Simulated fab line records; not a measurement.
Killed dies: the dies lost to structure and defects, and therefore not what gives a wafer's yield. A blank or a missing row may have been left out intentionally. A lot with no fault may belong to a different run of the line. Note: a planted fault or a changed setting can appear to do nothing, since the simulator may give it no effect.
fab line records    flow nand-harc
record lots=13  wafers=39  last-day=33
route steps=1302 shown A_SLIT@943 A_WL_FILL@954 END@1302
lots that met no fault: taken from a fault-free run of the same line
start-h: hours from the record's first day to the start of the lot's first wafer shown    wait-h: hours elapsed since this lot's preceding step    " repeats the value in the row above    L1.1+2: a row that stands for several wafers    - no value, or no start was given    * or withheld: withheld    < > ~ a bound
route shown NAME@n: names a module that has steps shown in the file, with the first one's number in the route    usual: average and standard deviation across the fault-free wafers    same: alike in all rows    chamber/n: place in a boat    sites: each site's reading    _std_site: the standard deviation of these    _edge_site: inner sites' mean taken away from outer sites' mean    radius-mm: how far each site lies from the wafer's centre    mask NAME#n: copy n    behind: the most recent tool/chamber to have shaped the wafer    hold: what put the lot on hold/how long, in hours/how the hold closed    device: the transistor (n, p or np) that didn't switch    end of line: at the end of the route, the tests of the same wafers    a step without rows: its recipe alone    killed: dies that structure and defects cost at the first sort, which is not the same as the wafer's yield    map: shows each die of a wafer: x if killed, . if not, _ if none is there
set.NAME: the setting that was run; set.NAME@STEP: the one run at that earlier step    model.NAME: the simulator's own value behind a step, which no gauge read
route steps across a sampled set of lots; one table per step, one row per wafer
services: when a tool's chamber went out of use (start-h, in hours from the record's first day, below 0 if earlier), for how many hours, and the reason
## steps
# step NHARC_A_SLIT_STRIP_18
# recipe o2-flow-sccm=500  ar-flow-sccm=0  bias-w=0  chemistry=O2
# usual drypump-motor-current-A=5.7/0.4  mfc-ar-sccm=0.006/0.0094  oes-product-au=0.998/0.0092  rf-vpp-V=57.6/0.93  showerhead-plenum-p-Torr=3.49/0.18  throttle-valve-pct=17.035/0.0088
lot.wafer  tool         chamber  start-h  wait-h  drypump-motor-current-A  mfc-ar-sccm  oes-product-au  rf-hours-counter-h  rf-vpp-V  showerhead-plenum-p-Torr  throttle-valve-pct
L502.3     rie-diel-05  3        -        -       6.0                      0            0.978           2.5                 57.6      3.29                      17.016
L502.1     "            1        "        "       5.4                      0.010        0.990           1.9                 57.0      3.56                      17.059
L502.6     "            0        "        "       5.2                      0.004        0.978           -                   57.6      3.73                      17.023
L505.4     rie-diel-03  3        -        -       5.3                      0            1.007           0.5                 57.8      3.43                      17.026
L505.3     "            0        "        "       6.3                      0.012        1.000           0.6                 57.3      3.33                      17.054
L505.5     "            3        "        "       5.3                      0            0.994           -                   56.8      3.43                      17.042
L506.3     rie-diel-03  3        -        -       5.3                      0            1.004           0.7                 58.3      3.43                      17.034
L506.2     "            0        "        "       6.3                      0.012        1.003           0.8                 57.7      3.33                      17.056
L506.6     "            2        "        "       5.6                      0            0.998           -                   56.2      3.33                      17.025
L508.1     rie-diel-05  3        -        -       6.0                      0            0.999           6.3                 56.7      3.29                      17.029
L508.4     "            0        "        "       5.1                      0.004        0.995           7.6                 58.8      3.72                      17.047
L508.5     "            3        "        "       6.0                      0            0.984           -                   58.4      3.29                      17.042
L512.4     rie-diel-03  3        -        -       5.3                      0            0.998           3.4                 56.7      3.43                      17.038
L512.3     "            0        "        "       6.3                      0.012        0.995           4.0                 59.0      3.33                      17.044
L512.5     "            3        "        "       5.3                      0            0.999           -                   57.3      3.43                      17.027
L511.2     rie-diel-06  2        -        -       5.1                      0.002        0.999           3.7                 58.2      3.31                      17.034
L511.4     "            1        "        "       5.7                      0            1.011           -                   56.4      3.76                      17.039
L511.6     "            3        "        "       6.0                      0.009        0.991           -                   57.0      3.60                      17.039
L514.4     rie-diel-06  2        -        -       5.1                      0.002        1.003           4.1                 56.8      3.31                      17.022
L514.2     "            3        "        "       6.0                      0.009        0.992           4.2                 57.3      3.60                      17.026
L514.3     "            0        "        "       5.6                      0            1.000           3.8                 57.0      3.31                      17.030
L515.4     rie-diel-03  3        -        -       5.3                      0            1.004           4.6                 57.7      3.43                      17.036
L515.2     "            0        "        "       6.3                      0.012        0.992           6.9                 57.7      3.33                      17.029
L515.3     "            2        "        "       5.6                      0            0.997           6.3                 57.0      3.33                      17.021
L516.3     rie-diel-06  1        -        -       5.7                      0            1.012           6.6                 59.9      3.75                      17.044
L516.4     "            2        "        "       5.2                      0.002        1.009           6.8                 56.5      3.31                      17.035
L516.6     "            1        "        "       5.8                      0            1.007           -                   58.9      3.75                      17.027
L523.3     rie-diel-06  2        -        -       5.1                      0.002        0.994           0.1                 57.3      3.31                      17.031
L523.5     "            0        "        "       5.5                      0            1.002           -                   57.4      3.31                      17.047
L523.6     "            1        "        "       5.7                      0            1.009           -                   58.2      3.75                      17.043
L522.3     rie-diel-03  2        -        -       5.6                      0            1.000           0.4                 57.5      3.33                      17.037
L522.2     "            3        "        "       5.3                      0            1.003           1.4                 59.1      3.43                      17.048
L522.5     "            2        "        "       5.6                      0            0.997           -                   57.6      3.33                      17.036
L525.3     rie-diel-05  0        -        -       5.1                      0.004        1.013           5.6                 57.4      3.72                      17.029
L525.5     "            2        "        "       5.8                      0.034        1.005           -                   58.0      3.72                      17.028
L525.6     "            3        "        "       5.9                      0            0.996           -                   56.5      3.29                      17.041
L524.2     rie-diel-03  2        -        -       5.6                      0            1.001           2.2                 57.8      3.33                      17.047
L524.3     "            3        "        "       5.3                      0            1.017           2.3                 55.8      3.43                      17.043
L524.6     "            3        "        "       5.3                      0            1.004           -                   57.1      3.43                      17.031
# step NHARC_A_SLIT_CD_MEAS_21
# usual cd-nm=289.7/0.72
lot.wafer  tool       chamber  start-h  wait-h  cd-nm
L502.1     cd-sem-02  -        460.78   -       290.0
L502.3     "          -        "        "       289.5
L502.6     "          -        "        "       290.2
L505.3     cd-sem-02  -        490.89   -       290.7
L505.4     "          -        "        "       290.0
L505.5     "          -        "        "       289.6
L506.2     cd-sem-03  -        502.50   -       290.2
L506.3     "          -        "        "       291.2
L506.6     "          -        "        "       290.1
L508.1     cd-sem-02  -        528.24   -       289.6
L508.4     "          -        "        "       290.3
L508.5     "          -        "        "       290.1
L512.3     cd-sem-02  -        552.49   -       289.9
L512.4     "          -        "        "       290.1
L512.5     "          -        "        "       289.5
L511.2     cd-sem-02  -        564.34   -       289.0
L511.4     "          -        "        "       289.1
L511.6     "          -        "        "       289.7
L514.2     cd-sem-01  -        577.41   -       290.5
L514.3     "          -        "        "       290.0
L514.4     "          -        "        "       289.2
L515.2     cd-sem-03  -        595.28   -       289.9
L515.3     "          -        "        "       289.8
L515.4     "          -        "        "       289.5
L516.3     cd-sem-03  -        607.53   -       289.0
L516.4     "          -        "        "       289.8
L516.6     "          -        "        "       288.6
L523.3     cd-sem-01  -        673.59   -       289.7
L523.5     "          -        "        "       289.7
L523.6     "          -        "        "       290.6
L522.2     cd-sem-03  -        676.25   -       289.7
L522.3     "          -        "        "       290.3
L522.5     "          -        "        "       290.5
L525.3     cd-sem-01  -        692.09   -       290.0
L525.5     "          -        "        "       289.9
L525.6     "          -        "        "       290.5
L524.2     cd-sem-01  -        695.90   -       289.3
L524.3     "          -        "        "       288.1
L524.6     "          -        "        "       288.6
# step NHARC_A_WL_FILL_ALD_02
# recipe target-thk-a=20  pulse-time-s=3  ald-cycles=100  temp-c=450  material=TiN
# usual heater-power-w=1080/110  precursor-pulse-height-rel=1.001/0.019
# same pulse-time-s=3
lot.wafer  tool          chamber  start-h  wait-h  heater-power-w  precursor-pulse-height-rel  since-wet-clean-h
L502.1     ald-metal-01  2        467.80   0.2     1017            0.990                       110
L502.3     "             1        "        "       1203            1.007                       110
L502.6     "             3        "        "       1040            0.993                       -
L505.3     ald-metal-03  3        505.17   0.2     1137            0.995                       105
L505.4     "             0        "        "       1034            1.026                       105
L505.5     "             2        "        "       1019            0.989                       -
L506.2     ald-metal-01  0        510.96   0.2     1197            1.000                       153
L506.3     "             2        "        "       1032            0.959                       153
L506.6     "             0        "        "       1192            0.983                       -
L508.4     ald-metal-02  3        535.39   0.1     1134            0.991                       93
L508.1     "             1        "        "       1248            0.996                       94
L508.5     "             2        "        "       876             1.019                       -
L512.3     ald-metal-01  1        559.33   0.2     1207            1.000                       23
L512.4     "             3        "        "       1057            0.980                       23
L512.5     "             0        "        "       1262            1.007                       -
L511.4     ald-metal-01  3        571.56   0.1     1066            0.990                       36
L511.2     "             0        "        "       1281            0.984                       36
L511.6     "             2        "        "       1029            1.052                       -
L514.2     ald-metal-02  3        585.51   0.2     1121            0.981                       144
L514.4     "             0        "        "       1125            1.000                       144
L514.3     "             2        "        "       845             1.011                       144
L515.3     ald-metal-01  3        602.73   0.1     1075            1.026                       67
L515.4     "             0        "        "       1285            1.010                       67
L515.2     "             1        "        "       1202            1.027                       67
L516.3     ald-metal-01  3        616.90   0.2     1062            1.005                       81
L516.4     "             1        "        "       1192            0.975                       81
L516.6     "             2        "        "       1016            1.000                       -
L523.3     ald-metal-02  1        680.77   0.2     1240            0.994                       61
L523.6     "             3        "        "       1105            1.008                       -
L523.5     "             0        "        "       1130            0.996                       -
L522.2     ald-metal-01  1        685.52   0.2     1207            0.996                       150
L522.3     "             3        "        "       1067            1.022                       150
L522.5     "             1        "        "       1203            1.026                       -
L525.3     ald-metal-03  1        699.44   0.2     979             1.017                       122
L525.6     "             2        "        "       1048            1.000                       -
L525.5     "             3        "        "       1144            0.985                       -
L524.2     ald-metal-03  0        704.08   0.2     1047            0.983                       126
L524.3     "             1        "        "       990             0.974                       126
L524.6     "             1        "        "       985             1.012                       -
# step NHARC_A_WL_FILL_ETCHBACK_04
# recipe target-depth-a=600  time-s=120  chemistry=NF3
# usual drypump-motor-current-A=5.7/0.5  oes-product-au=0.998/0.0065
lot.wafer  tool          chamber  start-h  wait-h  drypump-motor-current-A  oes-product-au  rf-hours-counter-h
L502.1     rie-metal-03  0        468.65   0.4     5.1                      1.002           1.9
L502.3     "             1        "        "       6.4                      0.991           -
L502.6     "             1        "        "       6.4                      0.998           -
L505.4     rie-metal-02  0        505.97   0.2     5.5                      0.995           -
L505.3     "             1        "        "       6.1                      1.003           -
L505.5     "             0        "        "       5.5                      1.002           -
L506.2     rie-metal-01  0        511.76   0.3     5.6                      1.000           1.4
L506.3     "             1        "        "       5.3                      1.009           -
L506.6     "             0        "        "       5.6                      1.006           -
L508.1     rie-metal-03  0        536.16   0.3     5.1                      0.998           0.2
L508.4     "             1        "        "       6.4                      0.990           -
L508.5     "             1        "        "       6.4                      0.995           -
L512.3     rie-metal-03  0        560.44   0.2     5.1                      1.003           -
L512.4     "             1        "        "       6.4                      0.987           -
L512.5     "             0        "        "       5.1                      0.993           -
L511.2     rie-metal-03  1        572.33   0.3     6.4                      1.000           1.2
L511.4     "             1        "        "       6.4                      1.002           -
L511.6     "             1        "        "       6.4                      0.997           -
L514.2     rie-metal-03  1        586.34   0.3     6.4                      0.995           1.4
L514.4     "             1        "        "       6.4                      1.240           -
L514.3     "             0        "        "       5.1                      1.004           -
L515.2     rie-metal-03  1        603.54   0.3     6.4                      1.001           1.7
L515.4     "             1        "        "       6.4                      1.230           -
L515.3     "             0        "        "       5.1                      1.003           -
L516.4     rie-metal-03  0        617.73   0.2     5.1                      1.248           -
L516.3     "             1        "        "       6.4                      0.995           -
L516.6     "             0        "        "       5.1                      1.000           -
L523.3     rie-metal-03  0        681.58   0.2     5.1                      0.996           -
L523.5     "             0        "        "       5.1                      0.999           -
L523.6     "             1        "        "       6.4                      0.993           -
L522.2     rie-metal-02  1        686.38   0.4     6.1                      1.010           0.5
L522.3     "             1        "        "       6.1                      1.006           -
L522.5     "             1        "        "       6.1                      1.005           -
L525.3     rie-metal-01  1        700.24   0.3     5.3                      0.985           -
L525.6     "             0        "        "       5.6                      0.989           -
L525.5     "             1        "        "       5.3                      0.990           -
L524.2     rie-metal-01  1        704.90   0.3     5.3                      1.002           2.0
L524.3     "             1        "        "       5.3                      1.001           -
L524.6     "             0        "        "       5.6                      1.008           -
# step NHARC_END_SORT_01
# recipe temp-c=25
# usual killed-at-array=52/20  killed-at-other=1.0/1.3  killed-at-periphery=3.7/2.2  killed-dies=57/20  killed-open=3.2/1.6  killed-short=2.4/1.6
# same gross-dies=677
lot.wafer  tool       chamber  start-h  wait-h  killed-at-array  killed-at-other  killed-at-periphery  killed-dies  killed-open  killed-short
L512.3     prober-01  0        657.80   3.1     84               0                8                    92           3            0
L512.4     prober-01  0        658.60   3.4     90               0                8                    98           6            3
L512.5     prober-01  0        659.41   3.7     94               0                9                    103          3            2
L511.2     prober-01  0        665.70   2.8     90               0                1                    91           5            4
L511.4     prober-01  0        667.28   3.4     72               2                4                    78           3            5
L511.6     prober-01  0        668.85   3.9     73               3                2                    78           1            4
# killed by level:class
L512.3 A_SLIT:chamber-film-flake=35 A_CHANNEL_HOLE_D1:chamber-film-flake=26 A_CHANNEL_HOLE_D2:chamber-film-flake=13 P_CONTACT:chamber-film-flake=6 A_STAIRCASE:chamber-film-flake=4 A_ZERO_WELL:chamber-film-flake=2 P_M0:geometric-particle:open=1 A_SGD_CUT:geometric-particle:open=1
L512.4 A_SLIT:chamber-film-flake=32 A_CHANNEL_HOLE_D1:chamber-film-flake=29 A_CHANNEL_HOLE_D2:chamber-film-flake=13 P_CONTACT:chamber-film-flake=5 A_STAIRCASE:chamber-film-flake=4 A_CHANNEL_FILL_D1:geometric-particle:open=3 P_ZERO_WELL:chamber-film-flake=2 A_ONON_D1:geometric-particle:open=1
L512.5 A_SLIT:chamber-film-flake=34 A_CHANNEL_HOLE_D1:chamber-film-flake=27 A_CHANNEL_HOLE_D2:chamber-film-flake=20 P_CONTACT:chamber-film-flake=5 P_ZERO_WELL:chamber-film-flake=3 A_STAIRCASE:chamber-film-flake=3 A_ZERO_WELL:chamber-film-flake=2 A_CHANNEL_FILL_D1:geometric-particle:open=1
L511.2 A_CHANNEL_HOLE_D1:chamber-film-flake=33 A_SLIT:chamber-film-flake=31 A_CHANNEL_HOLE_D2:chamber-film-flake=11 A_STAIRCASE:chamber-film-flake=2 A_WL_FILL:chamber-film-flake=2 A_ONON_D1:geometric-particle:open=1 A_CHANNEL_FILL_D1:geometric-particle:open=1 A_DECK1_JOINT:geometric-particle:short=1
L511.4 A_CHANNEL_HOLE_D1:chamber-film-flake=26 A_SLIT:chamber-film-flake=23 A_CHANNEL_HOLE_D2:chamber-film-flake=12 A_ONON_D2:geometric-particle:short=2 P_ZERO_WELL:chamber-film-flake=2 P_M0:geometric-particle:open=1 A_CHANNEL_HOLE_D1:geometric-particle:open=1 A_CHANNEL_FILL_D1:geometric-particle:short=1
L511.6 A_CHANNEL_HOLE_D1:chamber-film-flake=32 A_SLIT:chamber-film-flake=28 A_CHANNEL_HOLE_D2:chamber-film-flake=7 THIN_TSV:chamber-film-flake=3 A_CHANNEL_FILL_D2:geometric-particle:short=2 P_M2:geometric-particle:open=1 A_CHANNEL_FILL_D1:geometric-particle:short=1 A_DECK1_JOINT:geometric-particle:short=1
## services
tool          chamber  start-h  hours  kind
ald-metal-03  -        436.91   0.4    repair
ald-metal-02  0        441.15   14.6   repair
ald-metal-01  -        442.59   0.8    repair
rie-diel-06   -        451.63   1.1    repair
ald-metal-02  2        453.35   5.6    repair
rie-diel-03   -        458.35   9.0    pm
ald-metal-02  -        460.20   0.8    repair
rie-diel-06   -        484.26   9.0    pm
rie-diel-05   3        491.89   8.0    repair
rie-diel-03   3        505.65   8.8    repair
rie-metal-03  -        519.00   9.0    pm
ald-metal-01  -        526.00   10.0   pm
rie-diel-03   3        556.88   8.2    repair
rie-diel-06   0        561.75   9.6    repair
rie-diel-06   0        607.72   5.1    repair
rie-diel-03   -        635.35   9.0    pm
rie-diel-06   -        638.59   0.4    repair
rie-diel-03   0        649.67   2.8    repair
rie-diel-03   -        653.99   1.5    repair
rie-diel-06   -        661.26   9.0    pm
rie-diel-03   2        665.88   5.1    repair
rie-diel-03   3        681.30   5.8    repair
rie-metal-03  -        696.00   9.0    pm
ald-metal-01  -        704.00   10.0   pm
## key
first-sign step=NHARC_A_WL_FILL_ETCHBACK_04  reading=oes-product-au  direction=up  sigmas=37  usual=0.998  struck=1.239
effect none on later readings
met-at NHARC_A_WL_FILL_ETCHBACK_04
struck-lots L514,L515,L516
struck-wafers L514.4,L515.4,L516.4
tester-left-out L514,L515,L516
not-acting-at NHARC_A_SLIT_STRIP_18,NHARC_A_SLIT_CD_MEAS_21,NHARC_A_WL_FILL_ALD_02
onset-between 572.33 586.34
fault kind=process-parameter-drift  tool=rie-metal-03  chamber=-  onset-h=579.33  steps=NHARC_A_WL_FILL_ETCHBACK_04  channel=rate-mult  offset=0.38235  shape=step  end-h=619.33  scope=struck-wafers-only
# tester-left-out: of these lots the tester's yield and bins aren't shown, on N5 and GAA mostly nor the transistor test; their killed dies are dies lost to structure and defects alone, not to doping, threshold or leakage, so they don't give the yield
